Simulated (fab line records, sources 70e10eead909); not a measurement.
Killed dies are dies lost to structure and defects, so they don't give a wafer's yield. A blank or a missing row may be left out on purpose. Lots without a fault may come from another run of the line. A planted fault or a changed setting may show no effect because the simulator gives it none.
fab line records | flow nand_harc
record lots=6 wafers=18 last_day=33
route steps=1302 shown A_M1@1191 A_BONDPAD@1202 END@1302
lots that met no fault: from a run of the same line without faults
start_h: hours from the record's first day to the start of the lot's first wafer shown | wait_h: hours since the lot's step before | " the same as in the row above | L1.1+2: a row that stands for several wafers | - no value, or no start given | * or withheld: withheld | < > ~ a bound
route shown NAME@n: a module of which the file shows steps, and the number in the route of the first | usual: mean/standard deviation of fault-free wafers | same: alike in all rows | chamber/n: place in a boat | sites: the reading at each site | _std_site: their standard deviation | _edge_site: outer sites' mean less inner sites' | radius_mm: how far each site lies from the wafer's centre | mask NAME#n: copy n | behind: the tool/chamber that last shaped the wafer | hold: why the lot was held/for how many hours/how that ended | device: the transistor (n, p or np) that didn't switch | end of line: the same wafers' tests at the end of the route | a step without rows: its recipe alone | killed: dies lost to structure and defects at the first sort, not the wafer's yield | map: a wafer's dies, x killed, . not, _ none there
set.NAME: the setting as run; set.NAME@STEP: as run at that earlier step | model.NAME: the simulator's own value behind a step, which no gauge read
lots at some steps of the route; a table a step, a row a wafer
services: from which hour (start_h, from the record's first day; less than 0 if before it) a tool's chamber was out of use, for how many hours, and why
## steps
# step NHARC_A_M1_PVD_20
# recipe target_thk_a=50 bias_v=168.6 power_w=15000 chamber_pressure_pa=0.12 time_s=8.06 substrate_temp_c=50 material=TaN
# usual throttle_valve_pct=30.1/1.3
# same time_s=8.06
# columns lot.wafer tool chamber start_h wait_h throttle_valve_pct
L771.3 pvd_sputter-02 - - - 30.6
L771.1 " - " " 31.6
L771.4 " - " " 30.1
L774.2 pvd_sputter-03 - - - 29.1
L774.4 " - " " 30.8
L774.5 " - " " 28.5
L775.4 pvd_sputter-03 - - - 31.1
L775.3 " - " " 31.8
L775.6 " - " " 31.2
L783.2 pvd_sputter-03 - - - 30.6
L783.3 " - " " 31.0
L783.5 " - " " 28.7
L784.3 pvd_sputter-02 - - - 29.8
L784.5 " - " " 29.2
L784.6 " - " " 31.7
L785.4 pvd_sputter-03 - - - 30.8
L785.2 " - " " 30.3
L785.6 " - " " 28.8
# step NHARC_A_M1_PVD_21
# recipe target_thk_a=300 chamber_pressure_pa=5 power_w=5000 substrate_temp_c=30 time_s=20.49 material=Cu
# step NHARC_A_M1_ECD_22
# recipe target_thk_a=4000 bath_temp_c=25 material=Cu
# step NHARC_A_M1_ANNEAL_31
# recipe temp_c=225 time_s=90
# step NHARC_A_M1_CMP_23
# recipe t_overpolish_s=20 target_thk_nm=154.34
# usual motor_current_A=12.3/1.3 retaining_ring_pressure_frac=1.000/0.0055 time_to_endpoint_s=29.7/2.1
# columns lot.wafer tool chamber start_h wait_h motor_current_A retaining_ring_pressure_frac time_to_endpoint_s
L771.4 cmp-04 1 632.34 - 13.6 1.005 27.5
L771.3 " 2 " " 13.5 1.004 25.1
L771.1 " 0 " " 11.1 1.009 27.9
L774.2 cmp-01 3 639.33 - 12.5 1.001 32.7
L774.4 " 0 " " 12.4 0.999 31.9
L774.5 " 2 " " 11.0 0.996 30.7
L775.3 cmp-03 3 656.17 - 15.3 1.003 31.3
L775.4 " 1 " " 13.7 0.999 29.6
L775.6 " 3 " " 14.4 1.001 30.6
L783.2 cmp-04 3 746.09 - 9.1 0.991 28.2
L783.3 " 0 " " 10.1 1.015 29.3
L783.5 " 2 " " 13.6 0.996 28.5
L784.3 cmp-01 1 747.28 - 13.1 1.000 32.8
L784.5 " 2 " " 11.0 1.001 27.3
L784.6 " 3 " " 13.0 1.000 30.5
L785.2 cmp-01 0 748.54 - 12.2 1.000 32.9
L785.4 " 1 " " 12.3 1.011 29.2
L785.6 " 0 " " 12.2 1.002 29.4
# step NHARC_A_M1_THK_MEAS_24
# recipe thk_meas_gauge=xrf
# usual thk_nm=155.0/1.4
# columns lot.wafer tool chamber start_h wait_h thk_nm
L771.1 film_metro-01 - 632.65 - 153.5
L771.3 " - " " 154.3
L771.4 " - " " 154.2
L774.2 film_metro-02 - 639.62 - 154.6
L774.4 " - " " 155.6
L774.5 " - " " 155.7
L775.3 film_metro-01 - 656.46 - 157.1
L775.4 " - " " 155.6
L775.6 " - " " 155.8
L783.2 film_metro-01 - 746.37 - 152.9
L783.3 " - " " 153.9
L783.5 " - " " 153.7
L784.3 film_metro-01 - 747.52 - 155.6
L784.5 " - " " 154.0
L784.6 " - " " 154.2
L785.2 film_metro-02 - 748.83 - 155.3
L785.4 " - " " 157.1
L785.6 " - " " 155.1
# step NHARC_A_M1_SRD_25
# step NHARC_A_M1_INSPECT_27
# usual raw_defect_count=564/140
# columns lot.wafer tool chamber start_h wait_h raw_defect_count
L771.1 defect_inspect-02 - 632.81 0.0 311
L771.3 " - " " 414
L771.4 " - " " 454
L774.2 defect_inspect-01 - 639.78 0.0 521
L774.4 " - " " 477
L774.5 " - " " 538
L775.3 defect_inspect-02 - 656.62 0.0 344
L775.4 " - " " 491
L775.6 " - " " 601
L783.2 defect_inspect-01 - 746.53 0.0 501
L783.3 " - " " 560
L783.5 " - " " 548
L784.3 defect_inspect-02 - 747.67 0.0 470
L784.5 " - " " 448
L784.6 " - " " 492
L785.2 defect_inspect-01 - 749.01 0.0 543
L785.4 " - " " 483
L785.6 " - " " 526
# step NHARC_A_M1_PRE_CLEAN_32
# recipe time_s=12 temp_c=370 rf_power_w=300 gas=NH3
# step NHARC_A_M1_DEP_33
# recipe target_thk_a=300 temp_c=370 target_thk_nm=30 pressure_torr=3 flow_sccm=200 rf_w=450 material=SiCN
# step NHARC_A_BONDPAD_DEP_00
# recipe target_thk_a=2500 temp_c=370 target_thk_nm=250 pressure_torr=3 flow_sccm=200 rf_w=450 material=SiCN
# usual heater_power_w=564/79 rf_fwd_power_W=448.9/1.4
# columns lot.wafer tool chamber start_h wait_h heater_power_w rf_fwd_power_W
L771.3 pecvd-01 0 633.55 - 677 451.3
L771.1 " 1 " " 513 449.7
L771.4 " 2 " " 574 449.4
L774.2 pecvd-03 2 - - 512 450.9
L774.5 " 1 " " 568 448.5
L774.4 " 2 " " 523 448.6
L775.3 pecvd-01 2 657.33 - 506 447.2
L775.4 " 2 " " 513 446.5
L775.6 " 1 " " 539 448.5
L783.3 pecvd-04 0 747.31 - 604 449.6
L783.2 " 1 " " 563 452.0
L783.5 " 0 " " 615 447.2
L784.3 pecvd-03 1 - - 520 448.6
L784.5 " 1 " " 538 447.4
L784.6 " 2 " " 613 448.6
L785.2 pecvd-01 2 749.80 - 577 449.4
L785.6 " 0 " " 700 449.6
L785.4 " 2 " " 587 450.3
# step NHARC_A_BONDPAD_CMP_29
# recipe target_thk_nm=200 material=SiCN
# usual motor_current_A=12.1/1.7 retaining_ring_pressure_frac=1.000/0.0048
# columns lot.wafer tool chamber start_h wait_h motor_current_A retaining_ring_pressure_frac
L771.4 cmp-02 2 633.92 - 14.3 1.001
L771.1 " 0 " " 11.8 1.000
L771.3 " 1 " " 12.1 1.005
L774.2 cmp-04 1 641.14 - 13.0 1.008
L774.4 " 3 " " 9.4 1.000
L774.5 " 2 " " 14.0 1.001
L775.3 cmp-04 2 657.76 - 13.6 0.996
L775.4 " 0 " " 9.8 1.001
L775.6 " 1 " " 12.8 1.013
L783.2 cmp-04 0 747.70 - 11.3 1.000
L783.3 " 1 " " 12.8 1.003
L783.5 " 3 " " 9.2 1.001
L784.3 cmp-04 0 748.80 - 10.9 0.991
L784.5 " 3 " " 9.3 0.992
L784.6 " 0 " " 10.3 0.995
L785.2 cmp-04 0 750.14 - 11.1 1.001
L785.4 " 2 " " 14.2 0.996
L785.6 " 3 " " 9.6 0.996
# step NHARC_A_BONDPAD_THK_MEAS_30
# recipe thk_meas_gauge=ellipsometry
# usual thk_nm=199.9/1.3
# columns lot.wafer tool chamber start_h wait_h thk_nm
L771.1 film_metro-01 - 634.17 0.2 199.7
L771.3 " - " " 200.6
L771.4 " - " " 199.9
L774.2 film_metro-02 - 641.39 0.2 201.7
L774.4 " - " " 200.0
L774.5 " - " " 199.8
L775.3 film_metro-02 - 657.99 0.2 199.2
L775.4 " - " " 199.2
L775.6 " - " " 200.9
L783.2 film_metro-02 - 747.92 0.2 200.5
L783.3 " - " " 200.6
L783.5 " - " " 200.0
L784.3 film_metro-02 - 749.03 0.2 200.7
L784.5 " - " " 199.6
L784.6 " - " " 200.8
L785.2 film_metro-02 - 750.37 0.2 199.8
L785.4 " - " " 200.3
L785.6 " - " " 200.5
# step NHARC_A_BONDPAD_SRD_31
# step NHARC_A_BONDPAD_DEHYDRATE_01
# recipe temp_c=150 time_s=120
# step NHARC_A_BONDPAD_HMDS_02
# recipe time_s=30
# step NHARC_A_BONDPAD_COAT_33
# recipe temp_c=200 time_s=65
# step NHARC_A_BONDPAD_COAT_03
# recipe spin_rpm=2000 resist_thk_nm=600
# step NHARC_A_BONDPAD_SOFTBAKE_04
# recipe temp_c=125 time_s=70
# step NHARC_A_BONDPAD_EBR_05
# step NHARC_A_BONDPAD_EXPOSE_06
# recipe na=0.55 dose_mj=36.99 mask_id=A_BPAD
# step NHARC_A_BONDPAD_PEB_07
# recipe peb_temp_c=128 peb_time_s=80
# step NHARC_A_BONDPAD_DEVELOP_08
# recipe time_s=50 dev_temp_c=22
# step NHARC_A_BONDPAD_CD_MEAS_09
# recipe target_cd_nm=500 landing_energy_ev=500
# usual cd_nm=500.4/1.4
# columns lot.wafer tool chamber start_h wait_h cd_nm
L771.1 cd_sem-02 0 634.73 - 501.8
L771.3 " 0 " " 502.3
L771.4 " 0 " " 503.9
L774.2 cd_sem-03 0 641.96 - 501.0
L774.4 " 0 " " 499.4
L774.5 " 0 " " 499.7
L775.3 cd_sem-02 0 658.55 - 501.3
L775.4 " 0 " " 501.3
L775.6 " 0 " " 500.0
L783.2 cd_sem-02 0 748.39 - 500.4
L783.3 " 0 " " 503.0
L783.5 " 0 " " 500.1
L784.3 cd_sem-01 0 749.59 - 501.9
L784.5 " 0 " " 500.2
L784.6 " 0 " " 501.3
L785.2 cd_sem-01 0 750.83 - 500.7
L785.4 " 0 " " 501.4
L785.6 " 0 " " 500.1
# step NHARC_A_BONDPAD_OVL_MEAS_35
# usual overlay_x_nm=0/6 overlay_y_nm=-1/5
# columns lot.wafer tool chamber start_h wait_h overlay_x_nm overlay_y_nm
L771.1 overlay-02 - 634.82 - -10 2
L771.3 " - " " -11 2
L771.4 " - " " -11 2
L774.2 overlay-02 - 642.05 - -4 13
L774.4 " - " " -3 12
L774.5 " - " " -3 13
L775.3 overlay-01 - 658.64 - 6 7
L775.4 " - " " 6 6
L775.6 " - " " 6 6
L783.2 overlay-02 - 748.47 - 1 -10
L783.3 " - " " 2 -11
L783.5 " - " " 2 -11
L784.3 overlay-02 - 749.68 - 5 0
L784.5 " - " " 4 0
L784.6 " - " " 5 0
L785.2 overlay-02 - 750.92 - 9 0
L785.4 " - " " 9 0
L785.6 " - " " 10 0
# step NHARC_A_BONDPAD_HARDBAKE_10
# recipe temp_c=118 time_s=65
# step NHARC_A_BONDPAD_DESCUM_11
# recipe time_s=3 o2_flow_sccm=200 ar_flow_sccm=0 bias_power_w=0 chemistry=O2
# step NHARC_A_BONDPAD_ETCH_34
# recipe target_depth_a=600 overetch_a=180 time_s=65.91 ion_energy_ev=200 n2_flow_sccm=150 h2_flow_sccm=150 ar_flow_sccm=0 rf_w=400 bias_w=150 chemistry=N2/H2
# step NHARC_A_BONDPAD_ETCH_12
# recipe target_depth_a=2200 time_s=110 chf3_flow_sccm=50 o2_flow_sccm=10 ar_flow_sccm=200 rf_w=500 bias_w=200 chemistry=CHF3/O2
# step NHARC_A_BONDPAD_CD_MEAS_13
# usual cd_nm=499.6/1.5
# columns lot.wafer tool chamber start_h wait_h cd_nm
L771.1 cd_sem-03 - 635.26 - 500.6
L771.3 " - " " 502.8
L771.4 " - " " 503.4
L774.2 cd_sem-02 - 642.49 - 498.3
L774.4 " - " " 498.5
L774.5 " - " " 499.1
L775.3 cd_sem-02 - 659.08 - 499.4
L775.4 " - " " 499.9
L775.6 " - " " 499.6
L783.2 cd_sem-01 - 748.92 - 498.8
L783.3 " - " " 502.8
L783.5 " - " " 499.7
L784.3 cd_sem-01 - 750.12 - 501.7
L784.5 " - " " 499.9
L784.6 " - " " 500.4
L785.2 cd_sem-02 - 751.36 - 500.2
L785.4 " - " " 500.6
L785.6 " - " " 500.1
# step NHARC_A_BONDPAD_STRIP_15
# recipe o2_flow_sccm=500 ar_flow_sccm=0 bias_w=0 chemistry=O2
# step NHARC_A_BONDPAD_ETCH_24
# recipe target_depth_a=300 over_etch_frac=0.3 time_s=72.99 ion_energy_ev=150 cf4_flow_sccm=50 n2_flow_sccm=100 ar_flow_sccm=150 rf_w=300 bias_w=100 chemistry=CF4/N2
# usual bias_w=100.0/0.33 drypump_motor_current_A=6.1/0.49 oes_product_au=0.999/0.0087 rf_fwd_power_W=297.4/1.1 rf_vpp_V=313.4/1.8 showerhead_plenum_p_Torr=2.58/0.094 throttle_valve_pct=19.794/0.0095
# same time_s=72.99
# columns lot.wafer tool chamber start_h wait_h bias_w drypump_motor_current_A oes_product_au rf_fwd_power_W rf_hours_counter_h rf_vpp_V showerhead_plenum_p_Torr throttle_valve_pct
L771.1 rie_diel-09 0 - - 99.9 5.5 0.989 299.8 19 312.7 2.50 19.778
L771.4 " 1 " " 99.6 6.5 1.005 298.1 21 312.7 2.55 19.787
L771.3 " 3 " " 100.2 5.9 0.999 296.2 20 316.9 2.76 19.801
L774.4 rie_diel-06 3 - - 99.9 6.6 1.002 296.4 4 316.0 2.68 19.784
L774.2 " 1 " " 100.1 6.6 0.991 296.3 5 312.2 2.56 19.789
L774.5 " 3 " " 99.8 6.6 0.992 297.5 - 315.1 2.68 19.797
L775.3 rie_diel-09 1 - - 99.5 6.5 1.006 299.4 25 311.8 2.55 19.792
L775.4 " 2 " " 100.3 5.8 1.013 298.0 28 312.7 2.47 19.794
L775.6 " 3 " " 99.9 5.9 0.989 295.9 - 315.9 2.76 19.791
L783.2 rie_diel-06 3 - - 100.3 6.6 1.004 297.2 1 314.6 2.68 19.793
L783.3 " 1 " " 100.0 6.6 0.984 295.8 1 312.6 2.56 19.794
L783.5 " 0 " " 100.5 5.4 0.989 295.6 - 313.1 2.54 19.780
L784.3 rie_diel-06 2 - - 99.6 6.5 0.984 296.4 1 312.0 2.46 19.798
L784.5 " 0 " " 100.1 5.4 0.988 296.7 - 311.6 2.54 19.799
L784.6 " 1 " " 99.9 6.6 0.996 296.3 - 314.0 2.56 19.789
L785.2 rie_diel-09 0 - - 100.3 5.6 0.995 297.3 11 312.5 2.50 19.793
L785.4 " 1 " " 100.1 6.5 0.992 296.2 11 313.2 2.55 19.793
L785.6 " 1 " " 100.4 6.5 1.002 296.2 - 312.4 2.55 19.799
# step NHARC_A_BONDPAD_STRIP_16
# recipe time_s=600 temp_c=30 chemistry=post_etch_residue_remover
# step NHARC_A_BONDPAD_DEGAS_25
# recipe temp_c=300 time_s=60
# step NHARC_A_BONDPAD_PRE_CLEAN_26
# recipe time_s=30 temp_c=280 gas=H2/He
# usual heater_power_w=406/37
# same time_s=30
# columns lot.wafer tool chamber start_h wait_h heater_power_w
L771.3 pvd_sputter-02 - - - 432
L771.4 " - " " 411
L771.1 " - " " 367
L774.4 pvd_sputter-02 - - - 410
L774.2 " - " " 373
L774.5 " - " " 408
L775.4 pvd_sputter-03 - - - 429
L775.3 " - " " 438
L775.6 " - " " 383
L783.2 pvd_sputter-01 - - - 421
L783.3 " - " " 397
L783.5 " - " " 393
L784.3 pvd_sputter-02 - - - 473
L784.6 " - " " 387
L784.5 " - " " 450
L785.2 pvd_sputter-03 - - - 449
L785.4 " - " " 321
L785.6 " - " " 383
# step NHARC_A_BONDPAD_PVD_17
# recipe target_thk_a=50 bias_v=168.6 power_w=15000 chamber_pressure_pa=0.12 time_s=8.06 substrate_temp_c=50 material=TaN
# step NHARC_A_BONDPAD_PVD_27
# recipe target_thk_a=300 chamber_pressure_pa=5 power_w=5000 substrate_temp_c=30 time_s=20.49 material=Cu
# step NHARC_A_BONDPAD_ECD_18
# recipe target_thk_a=4000 bath_temp_c=25 material=Cu
# step NHARC_A_BONDPAD_ANNEAL_28
# recipe temp_c=225 time_s=90
# step NHARC_A_BONDPAD_CMP_19
# recipe t_overpolish_s=30 cu_recess_touch_s=16 target_thk_nm=169.82
# step NHARC_A_BONDPAD_THK_MEAS_20
# recipe thk_meas_gauge=xrf
# usual thk_nm=169.7/1.4
# columns lot.wafer tool chamber start_h wait_h thk_nm
L771.1 film_metro-01 - 637.28 - 168.1
L771.3 " - " " 168.7
L771.4 " - " " 168.2
L774.2 film_metro-01 - 644.51 - 171.0
L774.4 " - " " 169.2
L774.5 " - " " 170.6
L775.3 film_metro-01 - 661.12 - 167.6
L775.4 " - " " 169.2
L775.6 " - " " 169.9
L783.2 film_metro-02 - 750.98 - 169.7
L783.3 " - " " 169.3
L783.5 " - " " 166.8
L784.3 film_metro-02 - 752.15 - 167.8
L784.5 " - " " 169.2
L784.6 " - " " 169.0
L785.2 film_metro-02 - 753.41 - 171.8
L785.4 " - " " 169.3
L785.6 " - " " 169.8
# step NHARC_END_SORT_01
# recipe temp_c=25
# usual defect_limited_yield=91/3.1 killed_at_array=53/21 killed_at_other=1.0/1.3 killed_at_periphery=3.8/2.4 killed_dies=58/21 killed_open=3.4/1.9 killed_short=2.4/1.5 sort_bin_2_pct=3.0/1.3 sort_bin_3_pct=0.6/0.39 sort_bin_4_pct=4.9/1.8 sort_n_pass=619/21 sort_rim_yield_pct=88/5.3 sort_yield_pct=91/3.1
# same gross_dies=677 sort_bin_5_pct[%]=0 sort_bin_6_pct[%]=0 sort_bin_7_pct[%]=0 sort_bin_8_pct[%]=0 sort_rim_n_gross=106.00
# columns lot.wafer tool chamber start_h wait_h defect_limited_yield[%] killed_at_array killed_at_other killed_at_periphery killed_dies killed_open killed_short sort_bin_2_pct[%] sort_bin_3_pct[%] sort_bin_4_pct[%] sort_n_pass sort_rim_yield_pct[%] sort_yield_pct[%]
L771.1 prober-02 0 663.59 2.5 97 15 1 6 22 2 2 1.0 0.6 1.6 655 95 97
L771.3 prober-02 0 665.16 3.1 94 32 0 6 38 6 1 1.9 0.1 3.5 639 87 94
L771.4 prober-02 0 665.94 3.3 97 15 0 6 21 2 1 1.0 0.4 1.6 656 94 97
L774.2 prober-02 0 677.83 2.8 90 66 2 3 71 3 0 4.6 0.6 5.3 606 90 90
L774.4 prober-02 0 679.44 3.4 89 71 0 5 76 1 5 3.4 1.2 6.6 601 92 89
L774.5 prober-02 0 680.24 3.7 57 288 0 3 291 1 5 14.0 3.0 26.0 386 50 57
L775.3 prober-01 0 693.12 3.1 59 278 0 1 279 3 0 16.1 2.4 22.7 398 55 59
L775.4 prober-01 0 693.92 3.4 94 34 0 9 43 7 6 1.8 0.1 4.4 634 92 94
L775.6 prober-01 0 695.51 4.0 97 18 0 1 19 1 2 0.6 0 2.2 658 97 97
L783.2 prober-02 0 784.52 2.8 94 39 0 3 42 3 4 2.4 1.0 2.8 635 89 94
L783.3 prober-02 0 785.32 3.1 93 46 1 1 48 2 3 1.6 0.3 5.2 629 87 93
L783.5 prober-02 0 786.92 3.7 92 47 4 4 55 0 6 2.8 0.6 4.7 622 90 92
L784.3 prober-01 0 785.27 3.1 90 58 1 11 70 1 2 4.0 0.6 5.8 607 88 90
L784.5 prober-01 0 786.86 3.7 90 55 4 7 66 4 2 3.8 0.3 5.6 611 91 90
L784.6 prober-01 0 787.65 4.0 91 49 5 6 60 6 2 3.5 0.6 4.7 617 86 91
L785.2 prober-01 0 792.29 2.8 96 22 1 6 29 2 1 0.9 0.4 3.0 648 98 96
L785.4 prober-01 0 793.92 3.5 95 24 0 8 32 2 4 1.5 0.4 2.8 645 95 95
L785.6 prober-01 0 795.55 4.1 95 32 0 3 35 4 5 1.6 0.4 3.1 642 97 95
# killed by level:class
L771.1 A_CHANNEL_HOLE_D2:chamber_film_flake=7 P_CONTACT:geometric_particle:short=2 P_ZERO_WELL:chamber_film_flake=2 A_DECK1_JOINT:chamber_film_flake=2 A_CONTACT:chamber_film_flake=2 P_GATE:geometric_particle:open=1 A_M0:geometric_particle:open=1 P_M2:chamber_film_flake=1
L771.3 A_CHANNEL_HOLE_D2:chamber_film_flake=14 A_CONTACT:chamber_film_flake=4 A_CHANNEL_HOLE_D1:chamber_film_flake=3 A_SLIT:chamber_film_flake=3 A_CHANNEL_FILL_D1:geometric_particle:open=2 P_M2:chamber_film_flake=2 A_STAIRCASE:chamber_film_flake=2 P_CONTACT:geometric_particle:short=1
L771.4 A_CHANNEL_HOLE_D2:chamber_film_flake=8 P_M2:chamber_film_flake=3 A_STAIRCASE:chamber_film_flake=3 A_CHANNEL_HOLE_D1:chamber_film_flake=2 P_M1:geometric_particle:open=1 P_M2:geometric_particle:open=1 A_ONON_D1:geometric_particle:short=1 P_ZERO_WELL:chamber_film_flake=1
L774.2 A_CHANNEL_HOLE_D1:chamber_film_flake=33 A_SLIT:chamber_film_flake=22 P_M2:chamber_film_flake=2 A_STAIRCASE:chamber_film_flake=2 A_WL_FILL:chamber_film_flake=2 A_CONTACT:chamber_film_flake=2 THIN_TSV:chamber_film_flake=2 P_CONTACT:geometric_particle:open=1
L774.4 A_CHANNEL_HOLE_D1:chamber_film_flake=34 A_SLIT:chamber_film_flake=19 A_CHANNEL_FILL_D2:chamber_film_flake=5 P_STI:chamber_film_flake=2 A_WL_FILL:chamber_film_flake=2 A_CONTACT:chamber_film_flake=2 P_GATE:geometric_particle:open=1 P_CONTACT:geometric_particle:short=1
L774.5 A_BONDPAD:unspecified=248 A_SLIT:chamber_film_flake=15 A_CHANNEL_HOLE_D1:chamber_film_flake=12 A_WL_FILL:chamber_film_flake=3 A_DECK1_JOINT:chamber_film_flake=2 P_GATE:geometric_particle:short=1 P_M1:geometric_particle:short=1 A_DECK1_JOINT:geometric_particle:short=1
L775.3 A_BONDPAD:unspecified=261 A_STAIRCASE:chamber_film_flake=4 A_CHANNEL_HOLE_D1:chamber_film_flake=3 A_CONTACT:chamber_film_flake=3 A_ZERO_WELL:chamber_film_flake=2 P_GATE:geometric_particle:open=1 A_ONON_D1:geometric_particle:open=1 A_ONON_D2:geometric_particle:open=1
L775.4 A_CHANNEL_HOLE_D1:chamber_film_flake=7 A_CONTACT:chamber_film_flake=6 A_STAIRCASE:chamber_film_flake=5 A_SLIT:chamber_film_flake=3 P_CONTACT:geometric_particle:open=2 P_M0:geometric_particle:open=2 A_DECK1_JOINT:geometric_particle:short=2 P_ZERO_WELL:chamber_film_flake=2
L775.6 A_CONTACT:chamber_film_flake=6 A_CHANNEL_HOLE_D1:chamber_film_flake=4 A_SLIT:chamber_film_flake=2 A_CHANNEL_HOLE_D1:geometric_particle:short=1 A_CHANNEL_FILL_D1:geometric_particle:short=1 A_CONTACT:geometric_particle:open=1 P_GATE:chamber_film_flake=1 A_DECK1_JOINT:chamber_film_flake=1
L783.2 A_SLIT:chamber_film_flake=15 A_CHANNEL_HOLE_D1:chamber_film_flake=9 A_CONTACT:chamber_film_flake=5 A_STAIRCASE:chamber_film_flake=3 A_DECK1_JOINT:chamber_film_flake=2 P_M0:geometric_particle:open=1 P_M1:geometric_particle:open=1 A_ONON_D1:geometric_particle:open=1
L784.3 A_CHANNEL_HOLE_D1:chamber_film_flake=15 A_CHANNEL_HOLE_D2:chamber_film_flake=15 A_CONTACT:chamber_film_flake=8 A_STAIRCASE:chamber_film_flake=8 P_CONTACT:chamber_film_flake=6 A_SLIT:chamber_film_flake=5 P_ZERO_WELL:chamber_film_flake=3 P_GATE:chamber_film_flake=2
L783.3 A_SLIT:chamber_film_flake=17 A_CHANNEL_HOLE_D1:chamber_film_flake=10 A_CONTACT:chamber_film_flake=10 A_CHANNEL_HOLE_D2:chamber_film_flake=3 A_ONON_D2:geometric_particle:short=2 A_ONON_D1:geometric_particle:open=1 A_CHANNEL_FILL_D1:geometric_particle:short=1 A_BLC:geometric_particle:open=1
L784.5 A_CHANNEL_HOLE_D2:chamber_film_flake=15 A_STAIRCASE:chamber_film_flake=10 A_DECK1_JOINT:chamber_film_flake=8 A_SLIT:chamber_film_flake=7 A_CHANNEL_HOLE_D1:chamber_film_flake=5 P_CONTACT:chamber_film_flake=4 A_CONTACT:chamber_film_flake=4 THIN_TSV:chamber_film_flake=4
L783.5 A_SLIT:chamber_film_flake=18 A_CONTACT:chamber_film_flake=11 A_CHANNEL_HOLE_D1:chamber_film_flake=8 THIN_TSV:chamber_film_flake=4 A_ONON_D1:geometric_particle:short=2 A_DECK1_JOINT:chamber_film_flake=2 A_M0:chamber_film_flake=2 P_CONTACT:geometric_particle:short=1
L784.6 A_CHANNEL_HOLE_D2:chamber_film_flake=15 A_CHANNEL_HOLE_D1:chamber_film_flake=11 A_STAIRCASE:chamber_film_flake=7 A_CONTACT:chamber_film_flake=4 THIN_TSV:chamber_film_flake=4 P_CONTACT:chamber_film_flake=3 A_SLIT:chamber_film_flake=3 P_M0:geometric_particle:open=1
L785.2 A_SLIT:chamber_film_flake=8 A_CHANNEL_HOLE_D1:unspecified=6 A_CONTACT:chamber_film_flake=4 P_CONTACT:chamber_film_flake=2 P_BONDPAD:geometric_particle:open=1 A_CHANNEL_FILL_D1:geometric_particle:open=1 A_WL_FILL:geometric_particle:short=1 P_ZERO_WELL:chamber_film_flake=1
L785.4 A_SLIT:chamber_film_flake=8 A_CHANNEL_HOLE_D2:chamber_film_flake=4 A_CHANNEL_FILL_D1:chamber_film_flake=3 P_M0:chamber_film_flake=2 A_CHANNEL_HOLE_D1:unspecified=2 P_CONTACT:geometric_particle:short=1 P_M0:geometric_particle:open=1 A_ONON_D1:geometric_particle:short=1
L785.6 A_SLIT:chamber_film_flake=9 A_CONTACT:chamber_film_flake=5 A_CHANNEL_FILL_D2:geometric_particle:short=2 A_CHANNEL_FILL_D2:geometric_particle:open=2 P_ZERO_WELL:chamber_film_flake=2 A_CHANNEL_HOLE_D1:chamber_film_flake=2 A_CHANNEL_FILL_D1:chamber_film_flake=2 A_CHANNEL_HOLE_D2:chamber_film_flake=2
# map L774.5 (x killed, . not)
____________x____________
_________.x.xxxx_________
_______......xxxxx_______
______xxxxx.xxxxx.x______
_____....x.xxxxx.xxx_____
____.x.xxxxx.xxx.....____
____...x.x.xxx.xx....____
___.x.x......xx.x.xxxx___
___xx...x.x..xx.x.....___
__...xxxx.....x...x.x.x__
__.x..x.........xx.xx..__
_x..x.xx.x.xxx.xxxx..x.x_
_x.x..x..xxx........x.x._
_.x...xx...xxx..xx......_
_x.....x.x.....x...x...x_
_x....x.x.x.xxx...x..x.._
..x.x.xx..x.........x...x
x...x.x.xx.x..x...x..x...
xxx......x..x.xxxx...x...
...xx.x.xx.x......x..xx..
x....x..x..xx.x..x..x...x
_.x.xx...xx.xx.xxx..x..x_
_..x.x.....x..x..x.x..x._
_x...x.x..x...x...xx..x._
_..xx...x...xx..x....xxx_
_.xx....x..x...x..xxx..._
__xxxx..x...xx...xx....__
__..xx....x...x.x..xx.x__
___.xxxx.xx.x....xx...___
___..xx......x..xxx.xx___
____xx.xx.x.xxx.xxxx.____
____.x...xx..x..xx..x____
_____x.x...x..xxx.x._____
______..xx...x.xxxx______
_______xx.x.xxxxxx_______
_________.x.x.xx_________
____________x____________
# map L775.3 (x killed, . not)
____________.____________
_________x.xxx.._________
_______x..x..x...._______
______.x.....xx...x______
_____x.......x.x.x.x_____
____x.xx..xxx...x.x.x____
____.....x...x......x____
___x......x.x......x.x___
___.x..xx..xx..xxx....___
__x.xx.xxxx....xx..xxxx__
__..x.x.xx.x.xx.x......__
_xxxx....xx.x..x..x.xxxx_
_x..xx...xx......xxx...x_
_xxx.xx..x.......x.x..xx_
_.xxx.....xxxx.....xx..._
_xx....x.x.xx...x..x...._
..x..x....x.x.x.xxx...x.x
xxx..x...x...x.x.xx..xxx.
x..xx..xx.x..xx...xx.x.x.
x....xxx......x.xx..xx.x.
...x...x.xxx...xx.....x..
_....x...x.xx.....xxxx.x_
_.x.x.xx..x.xx.x....x..._
_...xx.....x.xx....xx.xx_
_x...xx.x....xx.x.x..x.x_
_x.x.x.x.xxxx...x.x..x.._
__xxxxx.x....xx...x...x__
__..x.x..x.xx.x.xxxxx..__
___x.xx.x.x...........___
___..x...x..xx...x..xx___
____x......x..xxx....____
____..xxxxxxx....xx.x____
_____..x.x..xx..x.xx_____
______.....xxxx....______
_______.xxx..xx..x_______
_________.x.x..x_________
____________.____________
## services
# columns tool chamber start_h hours kind
cmp-02 - 624.50 4.0 pm
rie_diel-09 1 624.67 4.9 repair
rie_diel-06 - 628.86 0.4 repair
pecvd-03 - 629.53 1.3 repair
pecvd-04 - 633.41 13.0 pm
cmp-04 - 645.02 3.0 repair
pecvd-04 - 647.89 0.8 repair
cmp-03 - 652.05 4.0 pm
rie_diel-06 - 661.20 9.0 pm
rie_diel-09 - 662.10 3.7 repair
pvd_sputter-02 - 665.24 10.0 pm
pecvd-01 - 673.15 13.0 pm
rie_diel-09 - 674.10 9.0 pm
rie_diel-06 - 674.68 31.4 repair
cmp-01 - 675.50 4.0 pm
cmp-04 - 699.07 4.0 pm
cmp-04 - 703.07 - consumable_replace:conditioner
pvd_sputter-03 - 714.44 10.0 pm
cmp-02 - 722.50 4.0 pm
rie_diel-06 0 723.05 5.7 repair
pecvd-03 - 728.37 13.0 pm
pvd_sputter-03 - 730.38 3.8 repair
pecvd-04 - 742.11 1.3 repair
cmp-03 - 750.05 4.0 pm
## key
first_sign step=NHARC_END_SORT_01 reading=killed_at_array direction=up sigmas=11 usual=53 struck=283
effect step=NHARC_END_SORT_01 reading=defect_limited_yield direction=down sigmas=11 usual=91 struck=58
more_kills_born_at NHARC_A_BONDPAD_CMP_29@cmp-04=509
met_at NHARC_A_BONDPAD_CMP_29
struck_wafers L774.5,L775.3
fault kind=chamber_particle_source tool=cmp-04 chamber=2 onset_h=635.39 steps=NHARC_A_BONDPAD_CMP_29 rate_per_visit_cm2=0.51043 end_h=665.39
